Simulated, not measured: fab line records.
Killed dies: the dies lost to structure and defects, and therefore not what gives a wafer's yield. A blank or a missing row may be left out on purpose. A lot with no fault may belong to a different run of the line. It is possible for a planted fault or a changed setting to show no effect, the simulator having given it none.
fab line records | flow n5-finfet
record: lots: 21 wafers: 63 last-day: 18
route steps=1938 shown BEOL_M4@1039
lots that met no fault: from a run of the same line without faults
start-h: the number of hours between the record's first day and the start of the first shown wafer of the lot | wait-h: hours from the lot's prior step to this one | " unchanged from the row above | L1.1+2: a row that stands for several wafers | - value missing, or start not given | * or withheld: withheld | < > ~ a bound
route shown NAME@n: names a module that has steps shown in the file, with the first one's number in the route | usual: mean/standard deviation of fault-free wafers | same: alike in all rows | chamber/n: place in a boat | sites: each site's reading | _std_site: the standard deviation of these | _edge_site: inner sites' mean taken away from outer sites' mean | radius-mm: how far each site lies from the wafer's centre | mask NAME#n: copy n | behind: the last tool/chamber to shape the wafer | hold: reason for holding the lot/hours on hold/outcome of the hold | device: the n, p or np transistor that did not switch | end of line: the route-end tests of the same wafers | step lacking rows: just its recipe | killed: count of dies lost to structure and defects at first sort (not the wafer's yield) | map: a wafer's dies, x killed, . not, _ none there
set.NAME: the setting the step ran with; set.NAME@STEP: the setting that earlier step ran with | model.NAME: the simulator's own value behind a step, which no gauge read
one table for each step of the route and one row for each wafer, over a sample of lots
services: a tool's chamber out of use, with start hour (start-h, from the record's first day; less than 0 if before it), hours out, and reason
== steps ==
step: N5_BEOL_M4_ETCH_63
recipe: chemistry: CF4 target: SiARC target-depth-a: 156 mask-material: CAR-EUV time-s: 26 ion-energy-ev: 80 pressure-mtorr: 40 source-w: 545 bias-w: 36 Ar_flow_sccm: 100 cf4-flow-sccm: 100 ends: cleared
usual: cf4-flow-sccm: 100.04/0.27 drypump-motor-current-A: 5.7/0.52 etch-rf-on-time-s: 26.0/0.7 oes-product-au: 0.72/0.082 rf-vpp-V: 184.1/1.2 showerhead-plenum-p-Torr: 2.14/0.083 throttle-valve-pct: 15.51/0.21
columns lot.wafer tool chamber start-h wait-h cf4-flow-sccm drypump-motor-current-A etch-rf-on-time-s oes-product-au rf-hours-counter-h rf-vpp-V showerhead-plenum-p-Torr throttle-valve-pct
L074.2 rie-diel-06 2 156.07 0.0 100.00 5.5 25.6 0.74 53 185.1 2.16 15.79
L074.3 " 3 " " 99.50 5.3 25.1 0.81 10 185.1 2.11 15.15
L074.5 " 1 " " 99.90 4.9 26.1 0.69 - 183.2 2.16 15.39
L075.1 rie-diel-02 0 163.84 0.0 100.01 5.6 25.6 0.63 182 182.3 2.04 15.69
L075.5 " 0 " " 99.85 5.6 26.3 0.62 - 182.8 2.04 15.67
L075.6 " 1 " " 100.30 5.3 27.4 0.57 - 183.5 2.04 15.75
L076.1 rie-diel-01 0 168.11 0.0 100.14 6.0 27.1 0.65 120 183.9 2.16 15.58
L076.3 " 3 " " 100.03 6.1 25.1 0.80 13 184.5 2.12 15.59
L076.5 " 0 " " 99.83 6.0 27.1 0.66 - 184.4 2.16 15.60
L077.2 rie-diel-01 1 169.50 0.0 99.59 6.7 25.4 0.84 4 183.6 2.10 15.55
L077.5 " 0 " " 100.51 6.0 27.0 0.66 - 184.3 2.16 15.59
L077.6 " 3 " " 100.15 6.0 25.2 0.79 - 184.7 2.12 15.59
L078.3 rie-diel-02 1 186.15 0.0 99.96 5.4 27.5 0.56 239 182.9 2.04 15.80
L078.5 " 1 " " 100.08 5.4 27.7 0.56 - 183.5 2.04 15.79
L078.6 " 0 " " 100.31 5.6 26.2 0.62 - 184.2 2.04 15.72
L079.2 rie-diel-06 2 190.49 0.0 99.76 5.5 25.7 0.72 63 185.9 2.16 15.79
L079.5 " 2 " " 99.90 5.5 25.6 0.73 - 183.5 2.16 15.81
L079.6 " 3 " " 99.90 5.3 24.6 0.80 - 182.9 2.10 15.18
L080.2 rie-diel-06 0 203.30 0.0 100.33 5.5 25.4 0.82 13 186.0 2.27 15.36
L080.3 " 3 " " 100.45 5.3 24.9 0.79 25 183.4 2.10 15.17
L080.6 " 3 " " 100.38 5.3 25.2 0.79 - 183.3 2.10 15.16
L081.1 rie-diel-01 2 205.01 0.0 100.30 5.2 25.8 0.82 8 182.7 2.10 15.11
L081.4 " 3 " " 100.56 6.1 25.4 0.77 25 184.0 2.11 15.61
L081.6 " 1 " " 100.58 6.7 25.5 0.80 - 183.7 2.10 15.61
L082.1 rie-diel-02 2 207.50 0.0 100.09 5.4 26.2 0.80 17 184.3 2.27 15.43
L082.2 " 0 " " 100.08 5.6 26.3 0.61 196 182.4 2.04 15.72
L082.5 " 1 " " 100.23 5.4 27.4 0.56 - 183.6 2.04 15.80
L083.2 rie-diel-06 1 218.19 0.0 100.33 4.9 26.6 0.66 136 184.1 2.15 15.43
L083.5 " 0 " " 100.09 5.5 25.5 0.80 - 184.9 2.26 15.36
L083.6 " 1 " " 100.06 4.9 26.6 0.67 - 184.1 2.15 15.44
L084.1 rie-diel-06 0 220.57 0.0 100.36 5.5 25.5 0.79 20 185.3 2.26 15.36
L084.5 " 2 " " 100.02 5.5 25.9 0.72 - 184.7 2.16 15.81
L084.6 " 3 " " 100.49 5.3 25.4 0.77 - 183.7 2.10 15.19
L085.2 rie-diel-02 3 224.16 0.0 99.99 6.5 26.2 0.58 225 182.3 2.04 15.49
L085.3 " 2 " " 99.88 5.4 26.3 0.77 23 187.8 2.27 15.46
L085.5 " 2 " " 100.19 5.4 26.4 0.78 - 185.4 2.27 15.46
L087.2 rie-diel-01 2 245.37 0.0 99.36 5.1 25.8 0.79 22 183.8 2.10 15.13
L087.3 " 0 " " 100.54 6.0 27.2 0.64 143 183.7 2.15 15.65
L087.5 " 1 " " 100.11 6.7 25.6 0.77 - 183.5 2.10 15.61
L089.1 rie-diel-01 2 255.25 0.0 100.74 5.1 25.6 0.79 26 184.2 2.10 15.15
L089.2 " 0 " " 100.28 6.0 27.3 0.64 147 183.1 2.15 15.64
L089.5 " 2 " " 100.04 5.1 25.6 0.79 - 183.5 2.10 15.13
L091.1 rie-diel-02 1 262.26 0.0 100.19 5.4 27.1 0.82 4 185.6 2.29 15.33
L091.2 " 3 " " 100.21 6.6 26.0 0.58 241 183.7 2.03 15.54
L091.5 " 2 " " 100.08 5.4 26.0 0.76 - 185.4 2.26 15.47
L090.1 rie-diel-01 3 267.29 0.0 100.07 6.1 25.5 0.74 44 183.3 2.11 15.66
L090.3 " 1 " " 99.97 6.7 25.6 0.75 37 181.7 2.09 15.63
L090.4 " 2 " " 99.94 5.1 25.5 0.78 31 183.2 2.10 15.13
L092.1 rie-diel-02 1 273.16 0.0 100.14 5.4 27.3 0.80 8 184.0 2.29 15.33
L092.2 " 2 " " 100.23 5.4 26.3 0.75 42 185.7 2.26 15.49
L092.3 " 3 " " 100.16 6.5 25.9 0.57 245 183.4 2.03 15.55
L094.2 rie-diel-06 2 294.82 0.0 99.61 5.5 25.6 0.69 95 183.7 2.15 15.87
L094.4 " 1 " " 100.27 4.9 26.0 0.65 160 184.8 2.14 15.48
L094.5 " 0 " " 100.21 5.5 25.2 0.77 - 186.2 2.26 15.43
L093.1 rie-diel-02 0 302.16 0.0 100.35 5.6 25.8 0.59 232 182.7 2.02 15.77
L093.4 " 2 " " 100.21 5.4 26.1 0.73 - 186.4 2.26 15.51
L093.5 " 0 " " 100.09 5.6 26.2 0.59 - 182.1 2.02 15.79
L096.2 rie-diel-02 2 310.69 0.0 100.04 5.4 26.4 0.72 59 184.0 2.26 15.51
L096.3 " 0 " " 100.30 5.6 25.8 0.59 236 183.1 2.02 15.79
L096.6 " 2 " " 100.29 5.4 26.2 0.73 - 184.7 2.26 15.50
L097.1 rie-diel-01 0 319.01 0.0 99.93 6.0 27.0 0.63 170 182.2 2.14 15.68
L097.5 " 3 " " 99.89 6.1 25.3 0.72 - 183.7 2.10 15.71
L097.6 " 0 " " 99.97 6.0 26.9 0.63 - 184.3 2.14 15.69
step: N5_BEOL_M4_STRIP_66
recipe: chemistry: CF4 resist: SiARC power-w: 300 bias-power-w: 75 pressure-mtorr: 50 cf4-flow-sccm: 150 rf-frequency-hz: 6e+07
usual: cf4-flow-sccm: 150.0/0.5 drypump-motor-current-A: 5.7/0.52 oes-product-au: 0.83/0.09 rf-vpp-V: 271.0/1.6 showerhead-plenum-p-Torr: 1.79/0.066 throttle-valve-pct: 13.47/0.22
columns lot.wafer tool chamber start-h wait-h cf4-flow-sccm drypump-motor-current-A oes-product-au rf-hours-counter-h rf-vpp-V showerhead-plenum-p-Torr throttle-valve-pct
L074.2 rie-diel-06 2 156.23 0.0 149.8 5.5 0.85 53 272.1 1.82 13.75
L074.3 " 3 " " 150.0 5.3 0.92 10 271.4 1.77 13.11
L074.5 " 1 " " 149.8 4.9 0.80 - 270.8 1.81 13.38
L075.1 rie-diel-02 0 164.00 0.0 150.7 5.6 0.72 182 268.6 1.72 13.71
L075.5 " 0 " " 149.4 5.6 0.72 - 270.6 1.72 13.73
L075.6 " 1 " " 149.8 5.3 0.68 - 269.1 1.71 13.75
L076.1 rie-diel-01 0 168.27 0.0 150.0 6.0 0.77 120 271.1 1.80 13.55
L076.3 " 3 " " 150.4 6.1 0.92 13 269.6 1.77 13.51
L076.5 " 0 " " 150.1 6.0 0.78 - 271.6 1.80 13.54
L077.2 rie-diel-01 1 169.66 0.0 150.2 6.7 0.96 4 270.5 1.77 13.50
L077.5 " 0 " " 149.9 6.0 0.78 - 271.5 1.80 13.55
L077.6 " 3 " " 149.6 6.1 0.91 - 271.2 1.77 13.52
L078.3 rie-diel-02 1 186.31 0.0 149.8 5.4 0.67 239 269.5 1.71 13.78
L078.5 " 1 " " 150.1 5.4 0.67 - 268.6 1.71 13.79
L078.6 " 0 " " 149.7 5.6 0.72 - 270.8 1.72 13.73
L079.2 rie-diel-06 2 190.65 0.0 149.5 5.5 0.82 64 270.6 1.81 13.76
L079.5 " 2 " " 150.6 5.5 0.84 - 272.9 1.81 13.78
L079.6 " 3 " " 150.6 5.3 0.90 - 270.5 1.76 13.13
L080.2 rie-diel-06 0 203.46 0.0 149.4 5.5 0.92 13 272.8 1.90 13.30
L080.3 " 3 " " 149.7 5.3 0.88 25 270.2 1.76 13.13
L080.6 " 3 " " 149.7 5.3 0.89 - 272.1 1.76 13.14
L081.1 rie-diel-01 2 205.17 0.0 149.1 5.2 0.95 8 270.7 1.77 13.08
L081.4 " 3 " " 149.8 6.0 0.88 25 270.9 1.77 13.52
L081.6 " 1 " " 150.2 6.7 0.91 - 270.3 1.76 13.51
L082.1 rie-diel-02 2 207.66 0.0 149.5 5.4 0.93 17 274.2 1.90 13.37
L082.2 " 0 " " 149.6 5.6 0.71 196 269.0 1.71 13.75
L082.5 " 1 " " 149.4 5.3 0.67 - 268.2 1.70 13.78
L083.2 rie-diel-06 1 218.35 0.0 150.2 4.9 0.78 136 269.6 1.80 13.41
L083.5 " 0 " " 149.3 5.5 0.92 - 273.9 1.89 13.33
L083.6 " 1 " " 150.0 4.9 0.78 - 271.0 1.80 13.42
L084.1 rie-diel-06 0 220.73 0.0 150.5 5.5 0.92 20 273.5 1.89 13.31
L084.5 " 2 " " 150.4 5.5 0.82 - 269.9 1.81 13.78
L084.6 " 3 " " 151.3 5.3 0.87 - 272.3 1.76 13.15
L085.2 rie-diel-02 3 224.32 0.0 150.2 6.5 0.67 225 268.1 1.71 13.55
L085.3 " 2 " " 149.7 5.4 0.91 23 272.5 1.90 13.37
L085.5 " 2 " " 150.0 5.4 0.91 - 273.6 1.90 13.37
L087.2 rie-diel-01 2 245.54 0.0 149.5 5.1 0.92 22 269.6 1.76 13.09
L087.3 " 0 " " 149.8 6.0 0.76 143 270.7 1.79 13.58
L087.5 " 1 " " 150.5 6.7 0.89 - 270.2 1.76 13.54
L089.1 rie-diel-01 2 255.41 0.0 150.2 5.1 0.90 26 269.3 1.76 13.08
L089.2 " 0 " " 150.1 6.0 0.76 147 272.3 1.79 13.60
L089.5 " 2 " " 149.3 5.2 0.91 - 272.1 1.76 13.12
L091.1 rie-diel-02 1 262.42 0.0 150.0 5.3 0.96 4 273.2 1.91 13.23
L091.2 " 3 " " 149.6 6.5 0.66 241 269.0 1.71 13.58
L091.5 " 2 " " 150.3 5.4 0.88 - 274.7 1.89 13.42
L090.1 rie-diel-01 3 267.45 0.0 150.4 6.1 0.85 44 270.7 1.77 13.58
L090.3 " 1 " " 149.0 6.7 0.86 37 270.3 1.76 13.57
L090.4 " 2 " " 150.4 5.1 0.89 31 269.2 1.76 13.11
L092.1 rie-diel-02 1 273.32 0.0 151.0 5.3 0.94 8 272.5 1.91 13.25
L092.2 " 2 " " 149.6 5.5 0.88 42 273.0 1.89 13.42
L092.3 " 3 " " 150.4 6.6 0.66 245 269.6 1.71 13.60
L094.2 rie-diel-06 2 294.98 0.0 149.3 5.5 0.80 95 272.3 1.81 13.87
L094.4 " 1 " " 149.4 4.9 0.76 160 272.0 1.80 13.48
L094.5 " 0 " " 149.8 5.5 0.87 - 273.4 1.89 13.36
L093.1 rie-diel-02 0 302.32 0.0 149.4 5.6 0.69 232 267.1 1.70 13.82
L093.4 " 2 " " 150.6 5.4 0.86 - 272.5 1.89 13.44
L093.5 " 0 " " 149.8 5.6 0.69 - 269.0 1.71 13.81
L096.2 rie-diel-02 2 310.85 0.0 149.8 5.4 0.85 59 273.5 1.89 13.46
L096.3 " 0 " " 149.9 5.6 0.69 236 269.0 1.70 13.83
L096.6 " 2 " " 150.1 5.4 0.86 - 272.0 1.89 13.47
L097.1 rie-diel-01 0 319.17 0.0 149.9 6.0 0.74 170 271.2 1.79 13.65
L097.5 " 3 " " 149.8 6.1 0.82 - 270.2 1.76 13.62
L097.6 " 0 " " 150.6 6.0 0.73 - 270.3 1.79 13.65
step: N5_BEOL_M4_ETCH_70
recipe: chemistry: N2/H2 target: SOC target-depth-a: 800 overetch-a: 240 mask-material: SiARC temp-c: 40 time-s: 130 ion-energy-ev: 200 pressure-mtorr: 30 source-w: 840 bias-w: 150 n2-flow-sccm: 200 h2-flow-sccm: 200
usual: drypump-motor-current-A: 5.8/0.55 oes-product-au: 0.60/0.07 rf-vpp-V: 522.8/2.7 showerhead-plenum-p-Torr: 2.51/0.093 throttle-valve-pct: 17.75/0.19
same: time-s: 130
columns lot.wafer tool chamber start-h wait-h drypump-motor-current-A oes-product-au rf-hours-counter-h rf-vpp-V showerhead-plenum-p-Torr throttle-valve-pct
L074.2 rie-diel-06 2 168.30 0.0 5.5 0.63 56 525.2 2.58 17.99
L074.3 " 1 " " 4.9 0.59 119 525.0 2.55 17.55
L074.5 " 1 " " 4.9 0.59 - 525.2 2.55 17.55
L075.1 rie-diel-01 3 171.41 0.0 6.1 0.67 15 522.0 2.50 17.69
L075.5 " 0 " " 6.0 0.57 - 523.6 2.54 17.72
L075.6 " 3 " " 6.1 0.67 - 522.9 2.50 17.70
L076.1 rie-diel-02 2 175.59 0.0 5.4 0.72 6 528.3 2.72 17.70
L076.3 " 3 " " 6.5 0.51 208 520.5 2.44 17.81
L076.5 " 1 " " 5.4 0.50 - 520.0 2.39 17.81
L077.2 rie-diel-01 3 175.83 0.0 6.1 0.67 16 523.5 2.50 17.71
L077.5 " 3 " " 6.1 0.67 - 524.0 2.50 17.70
L077.6 " 0 " " 6.0 0.58 - 524.0 2.54 17.74
L078.3 rie-diel-02 1 191.31 0.0 5.4 0.49 241 520.5 2.38 17.81
L078.5 " 0 " " 5.6 0.54 - 520.2 2.42 17.98
L078.6 " 3 " " 6.6 0.51 - 520.2 2.44 17.83
L079.2 rie-diel-02 3 195.93 0.0 6.5 0.51 214 519.3 2.43 17.82
L079.5 " 0 " " 5.6 0.54 - 520.8 2.42 17.99
L079.6 " 3 " " 6.5 0.50 - 520.7 2.43 17.84
L081.1 rie-diel-02 2 208.90 0.0 5.4 0.68 18 527.9 2.72 17.70
L081.4 " 1 " " 5.4 0.49 246 520.1 2.38 17.84
L081.6 " 0 " " 5.6 0.53 - 520.7 2.42 18.00
L080.2 rie-diel-01 2 212.80 0.0 5.1 0.70 10 521.8 2.49 17.33
L080.3 " 0 " " 6.0 0.58 134 522.6 2.54 17.76
L080.6 " 2 " " 5.1 0.70 - 522.1 2.49 17.34
L082.1 rie-diel-02 0 214.70 0.0 5.6 0.53 198 518.2 2.42 17.99
L082.2 " 1 " " 5.4 0.50 248 519.6 2.38 17.85
L082.5 " 0 " " 5.6 0.52 - 519.9 2.42 18.00
L083.2 rie-diel-02 1 219.65 0.0 5.3 0.50 250 520.4 2.38 17.86
L083.5 " 0 " " 5.6 0.53 - 520.1 2.42 18.02
L083.6 " 3 " " 6.5 0.50 - 520.6 2.43 17.86
L084.1 rie-diel-02 3 222.65 0.0 6.5 0.51 224 520.0 2.43 17.86
L084.5 " 2 " " 5.4 0.68 - 529.6 2.71 17.70
L084.6 " 3 " " 6.5 0.51 - 519.9 2.43 17.84
L085.2 rie-diel-06 3 233.32 0.0 5.3 0.65 35 520.8 2.49 17.42
L085.3 " 0 " " 5.5 0.67 23 527.2 2.71 17.75
L085.5 " 3 " " 5.3 0.65 - 522.9 2.49 17.45
L087.2 rie-diel-01 1 248.25 0.0 6.8 0.66 29 522.4 2.48 17.83
L087.3 " 0 " " 6.0 0.56 144 524.2 2.54 17.76
L087.5 " 3 " " 6.1 0.64 - 523.3 2.49 17.74
L089.1 rie-diel-01 2 265.75 0.0 5.2 0.67 30 521.9 2.48 17.38
L089.2 " 0 " " 6.0 0.56 151 523.0 2.53 17.80
L089.5 " 3 " " 6.1 0.64 - 521.9 2.48 17.75
L091.1 rie-diel-06 2 268.69 0.0 5.5 0.59 86 524.1 2.57 18.03
L091.2 " 3 " " 5.2 0.63 47 522.3 2.48 17.47
L091.5 " 2 " " 5.5 0.60 - 524.4 2.57 18.03
L090.1 rie-diel-01 2 271.83 0.0 5.1 0.66 32 522.7 2.48 17.36
L090.3 " 3 " " 6.0 0.63 45 522.5 2.48 17.76
L090.4 " 1 " " 6.7 0.65 38 521.0 2.48 17.84
L092.1 rie-diel-02 3 281.18 0.0 6.6 0.49 246 519.4 2.42 17.88
L092.2 " 2 " " 5.4 0.66 44 527.9 2.70 17.73
L092.3 " 1 " " 5.4 0.70 10 528.5 2.69 17.42
L094.2 rie-diel-01 1 300.53 0.0 6.7 0.64 49 522.7 2.48 17.87
L094.4 " 2 " " 5.1 0.64 43 522.5 2.48 17.40
L094.5 " 1 " " 6.7 0.63 - 521.4 2.48 17.88
L093.1 rie-diel-01 1 312.89 0.0 6.7 0.63 54 521.3 2.47 17.87
L093.4 " 2 " " 5.2 0.64 48 519.7 2.48 17.40
L093.5 " 0 " " 6.0 0.55 - 523.3 2.53 17.81
L096.2 rie-diel-01 0 318.39 0.0 6.0 0.55 170 524.1 2.52 17.81
L096.3 " 2 " " 5.2 0.64 51 522.1 2.47 17.41
L096.6 " 3 " " 6.1 0.61 - 522.0 2.48 17.77
L097.1 rie-diel-02 3 330.67 0.0 6.6 0.71 4 528.1 2.74 17.45
L097.5 " 3 " " 6.6 0.72 - 529.1 2.74 17.45
L097.6 " 0 " " 5.6 0.51 - 521.0 2.40 18.08
step: N5_BEOL_M4_ALD_84
recipe: material: TaN target-thk-a: * temp-c: 275 ald-precursor-family: PDMAT ald-co-reactant: NH3 pressure-torr: 3 carrier-flow-sccm: 1500 pulse-time-s: 2 purge-time-s: 3 co-reactant-purge-time-s: 2 co-reactant-pulse-time-s: 3 ald-cycles: 30 precursor-vessel-temp-c: 75 precursor-vessel-pressure-torr: 26.25 precursor-vessel-carrier-sccm: 1000
usual: heater-power-w: 402/40 precursor-vessel-carrier-sccm: 1000/3.1
same: purge-time-s: 3
columns lot.wafer tool chamber start-h wait-h heater-power-w precursor-vessel-carrier-sccm
L074.2 ald-metal-03 2 169.37 0.2 409 996
L074.3 " 3 " " 471 1000
L074.5 " 0 " " 369 1000
L075.1 ald-metal-03 3 172.11 0.0 469 1003
L075.5 " 0 " " 372 1000
L075.6 " 3 " " 468 1004
L076.1 ald-metal-01 3 176.25 0.0 459 999
L076.3 " 1 " " 348 1002
L076.5 " 0 " " 432 1000
L077.2 ald-metal-01 0 176.58 0.0 425 997
L077.5 " 1 " " 343 1002
L077.6 " 0 " " 424 1004
L078.3 ald-metal-03 3 192.04 0.0 463 1003
L078.5 " 3 " " 488 999
L078.6 " 2 " " 414 1000
L079.2 ald-metal-04 0 196.85 0.0 379 999
L079.5 " 1 " " 430 998
L079.6 " 2 " " 348 999
L081.1 ald-metal-04 1 209.96 0.0 427 1002
L081.4 " 0 " " 379 994
L081.6 " 2 " " 355 992
L080.2 ald-metal-04 3 213.83 0.0 406 999
L080.3 " 0 " " 371 1007
L080.6 " 2 " " 363 1004
L082.1 ald-metal-03 1 216.84 0.1 442 1001
L082.2 " 0 " " 372 1001
L082.5 " 2 " " 421 1002
L083.2 ald-metal-01 1 220.50 0.1 340 995
L083.5 " 2 " " 363 998
L083.6 " 3 " " 456 997
L084.1 ald-metal-04 0 223.74 0.0 378 1002
L084.5 " 1 " " 427 1002
L084.6 " 2 " " 357 1001
L085.2 ald-metal-04 2 234.52 0.0 368 997
L085.3 " 3 " " 400 999
L085.5 " 3 " " 415 1003
L087.2 ald-metal-04 2 249.59 0.2 366 999
L087.3 " 1 " " 413 1000
L087.5 " 3 " " 410 1002
L089.1 ald-metal-03 2 266.66 0.0 412 1001
L089.2 " 1 " " 438 1001
L089.5 " 0 " " 370 1001
L091.1 ald-metal-03 1 269.49 0.0 432 1002
L091.2 " 3 " " 479 1001
L091.5 " 2 " " 400 1007
L090.1 ald-metal-04 2 272.96 0.0 349 996
L090.3 " 1 " " 422 998
L090.4 " 1 " " 411 996
L092.1 ald-metal-04 3 282.30 0.1 417 998
L092.2 " 0 " " 371 1000
L092.3 " 1 " " 412 1002
L094.2 ald-metal-01 3 301.67 0.1 458 997
L094.4 " 2 " " 371 997
L094.5 " 2 " " 362 999
L093.1 ald-metal-03 1 313.79 0.1 450 997
L093.4 " 2 " " 405 996
L093.5 " 3 " " 476 995
L096.2 ald-metal-01 2 319.27 0.1 366 1002
L096.3 " 0 " " 422 995
L096.6 " 2 " " 369 1001
L097.1 ald-metal-04 1 331.83 0.3 419 997
L097.5 " 2 " " 364 996
L097.6 " 1 " " 419 1001
step: N5_BEOL_M4_SPUTTER_48
recipe: material: Cu target-thk-a: 45 temp-c: -20 chamber-pressure-pa: 0.07 power-w: withheld time-s: 8.29
usual: chamber-pressure-pa: 0.07002/0.00013 throttle-valve-pct: 30.3/1
same: time-s: 8.29
columns lot.wafer tool chamber start-h wait-h chamber-pressure-pa throttle-valve-pct
L074.2 pvd-sputter-01 - 169.87 0.1 0.06999 31.0
L074.3 " - " " 0.06995 31.5
L074.5 " - " " 0.06994 29.9
L075.1 pvd-sputter-01 - 172.63 0.2 0.06991 31.6
L075.5 " - " " 0.06981 31.8
L075.6 " - " " 0.06996 30.7
L076.1 pvd-sputter-03 - 176.79 0.1 0.07021 30.0
L076.3 " - " " 0.07008 29.3
L076.5 " - " " 0.07031 30.1
L077.2 pvd-sputter-03 - 178.63 0.1 0.07024 29.5
L077.5 " - " " 0.07011 29.2
L077.6 " - " " 0.07006 32.2
L078.3 pvd-sputter-01 - 194.09 1.4 0.07004 30.8
L078.5 " - " " 0.06997 30.6
L078.6 " - " " 0.0698 30.0
L079.2 pvd-sputter-03 - 197.52 0.1 0.07002 32.0
L079.5 " - " " 0.06981 31.8
L079.6 " - " " 0.07021 29.3
L081.1 pvd-sputter-01 - 210.59 0.2 0.07014 30.9
L081.4 " - " " 0.07008 31.8
L081.6 " - " " 0.06999 30.9
L080.2 pvd-sputter-02 - 214.78 0.1 0.06999 28.7
L080.3 " - " " 0.06985 29.4
L080.6 " - " " 0.07013 29.2
L082.1 pvd-sputter-01 - 217.32 0.1 0.06987 30.9
L082.2 " - " " 0.06995 29.9
L082.5 " - " " 0.07004 31.6
L083.2 pvd-sputter-01 - 221.32 0.2 0.07002 32.0
L083.5 " - " " 0.07018 30.8
L083.6 " - " " 0.06978 30.1
L084.1 pvd-sputter-03 - 224.31 0.1 0.06991 31.9
L084.5 " - " " 0.07001 32.1
L084.6 " - " " 0.0701 29.1
L085.2 pvd-sputter-02 - 235.04 0.1 0.07019 29.7
L085.3 " - " " 0.06999 29.1
L085.5 " - " " 0.07012 29.4
L087.2 pvd-sputter-03 - 250.68 0.1 0.07004 29.1
L087.3 " - " " 0.07013 32.0
L087.5 " - " " 0.07 29.3
L089.1 pvd-sputter-01 - 267.22 0.1 0.06985 30.9
L089.2 " - " " 0.0701 31.8
L089.5 " - " " 0.07001 31.8
L091.1 pvd-sputter-01 - 270.24 0.3 0.07 31.8
L091.2 " - " " 0.06994 30.7
L091.5 " - " " 0.07023 30.7
L090.1 pvd-sputter-03 - 273.60 0.2 0.07 29.3
L090.3 " - " " 0.07011 29.7
L090.4 " - " " 0.06984 32.2
L092.1 pvd-sputter-03 - 283.26 0.3 0.07009 29.9
L092.2 " - " " 0.07005 29.6
L092.3 " - " " 0.06999 29.3
L094.2 pvd-sputter-03 - 302.21 0.1 0.06998 32.1
L094.4 " - " " 0.06995 30.3
L094.5 " - " " 0.06992 32.0
L093.1 pvd-sputter-02 - 314.41 0.1 0.06996 29.5
L093.4 " - " " 0.07004 29.0
L093.5 " - " " 0.07019 29.0
L096.2 pvd-sputter-03 - 319.97 0.3 0.06997 31.9
L096.3 " - " " 0.06991 29.3
L096.6 " - " " 0.07009 29.4
L097.1 pvd-sputter-02 - 333.94 1.5 0.07019 29.3
L097.5 " - " " 0.07043 29.4
L097.6 " - " " 0.07009 29.5
step: N5_BEOL_M4_SPUTTER_88
recipe: material: Cu target-thk-a: 45 temp-c: -20 chamber-pressure-pa: 0.07 power-w: withheld time-s: 8.29
usual: chamber-pressure-pa: 0.07001/0.00014 throttle-valve-pct: 30.3/1
same: time-s: 8.29
columns lot.wafer tool chamber start-h wait-h chamber-pressure-pa throttle-valve-pct
L074.2 pvd-sputter-01 - 170.75 0.1 0.06986 30.7
L074.3 " - " " 0.07015 31.6
L074.5 " - " " 0.07002 29.8
L075.1 pvd-sputter-01 - 173.51 0.1 0.06998 31.7
L075.5 " - " " 0.06977 31.5
L075.6 " - " " 0.07015 30.6
L076.1 pvd-sputter-03 - 177.67 0.1 0.06999 30.3
L076.3 " - " " 0.07001 29.4
L076.5 " - " " 0.06991 29.9
L077.2 pvd-sputter-03 - 179.51 0.1 0.07003 29.4
L077.5 " - " " 0.07021 29.1
L077.6 " - " " 0.07012 32.0
L078.3 pvd-sputter-01 - 194.97 0.1 0.07016 30.8
L078.5 " - " " 0.07011 30.8
L078.6 " - " " 0.07021 30.1
L079.2 pvd-sputter-03 - 198.40 0.1 0.06989 32.0
L079.5 " - " " 0.07011 31.9
L079.6 " - " " 0.06982 29.2
L081.1 pvd-sputter-01 - 211.47 0.1 0.07004 30.9
L081.4 " - " " 0.07004 31.8
L081.6 " - " " 0.0699 30.9
L080.2 pvd-sputter-02 - 215.66 0.1 0.06995 28.7
L080.3 " - " " 0.06986 29.2
L080.6 " - " " 0.07012 29.2
L082.1 pvd-sputter-01 - 218.20 0.1 0.07014 30.5
L082.2 " - " " 0.07002 30.1
L082.5 " - " " 0.0699 31.9
L083.2 pvd-sputter-01 - 222.20 0.1 0.06986 31.7
L083.5 " - " " 0.07006 30.8
L083.6 " - " " 0.06988 30.1
L084.1 pvd-sputter-03 - 225.19 0.1 0.07014 32.0
L084.5 " - " " 0.07004 31.8
L084.6 " - " " 0.06982 29.4
L085.2 pvd-sputter-02 - 235.92 0.1 0.06978 29.6
L085.3 " - " " 0.07003 29.6
L085.5 " - " " 0.07013 29.4
L087.2 pvd-sputter-03 - 251.56 0.1 0.07012 29.3
L087.3 " - " " 0.07023 32.3
L087.5 " - " " 0.07008 29.4
L089.1 pvd-sputter-01 - 268.10 0.1 0.07025 30.7
L089.2 " - " " 0.07007 31.8
L089.5 " - " " 0.0699 31.5
L091.1 pvd-sputter-01 - 271.12 0.1 0.06996 31.6
L091.2 " - " " 0.0701 30.7
L091.5 " - " " 0.06997 30.8
L090.1 pvd-sputter-03 - 274.48 0.1 0.06992 29.2
L090.3 " - " " 0.07017 29.4
L090.4 " - " " 0.06978 31.9
L092.1 pvd-sputter-03 - 284.14 0.1 0.06993 30.3
L092.2 " - " " 0.07018 29.3
L092.3 " - " " 0.06986 29.2
L094.2 pvd-sputter-03 - 303.09 0.1 0.06995 32.1
L094.4 " - " " 0.06998 29.8
L094.5 " - " " 0.06999 32.1
L093.1 pvd-sputter-02 - 315.29 0.1 0.06983 29.4
L093.4 " - " " 0.06998 29.1
L093.5 " - " " 0.06987 29.1
L096.2 pvd-sputter-03 - 320.85 0.1 0.06994 31.9
L096.3 " - " " 0.06996 29.4
L096.6 " - " " 0.06991 29.1
L097.1 pvd-sputter-02 - 337.07 0.1 0.07005 29.3
L097.5 " - " " 0.07012 29.4
L097.6 " - " " 0.07025 29.5
== services ==
columns tool chamber start-h hours kind
rie-diel-02 2 139.13 - clean
rie-diel-02 2 139.13 - consumable-replace:focus-ring
rie-diel-02 2 139.13 - consumable-replace:showerhead
rie-diel-02 2 139.13 19.0 scheduled-down
rie-diel-02 2 139.13 19.0 vent-cycle
rie-diel-02 3 143.67 19.0 repair
pvd-sputter-02 - 157.68 14.3 repair
ald-metal-01 0 166.46 3.5 repair
ald-metal-01 2 175.13 6.4 repair
ald-metal-04 - 195.52 1.3 repair
pvd-sputter-02 - 207.32 1.6 repair
ald-metal-01 - 209.05 2.8 pm
rie-diel-02 1 209.60 1.2 repair
rie-diel-06 2 212.80 6.6 repair
ald-metal-04 1 215.41 3.4 repair
ald-metal-04 - 216.21 1.7 repair
rie-diel-02 1 219.98 - clean
ald-metal-04 - 229.63 0.5 repair
rie-diel-01 0 231.78 6.0 repair
rie-diel-02 0 262.90 4.5 repair
ald-metal-04 3 267.18 11.2 repair
ald-metal-03 2 285.65 7.0 repair
rie-diel-06 0 323.70 2.2 repair
ald-metal-04 - 334.58 0.3 repair
== key ==
fault none
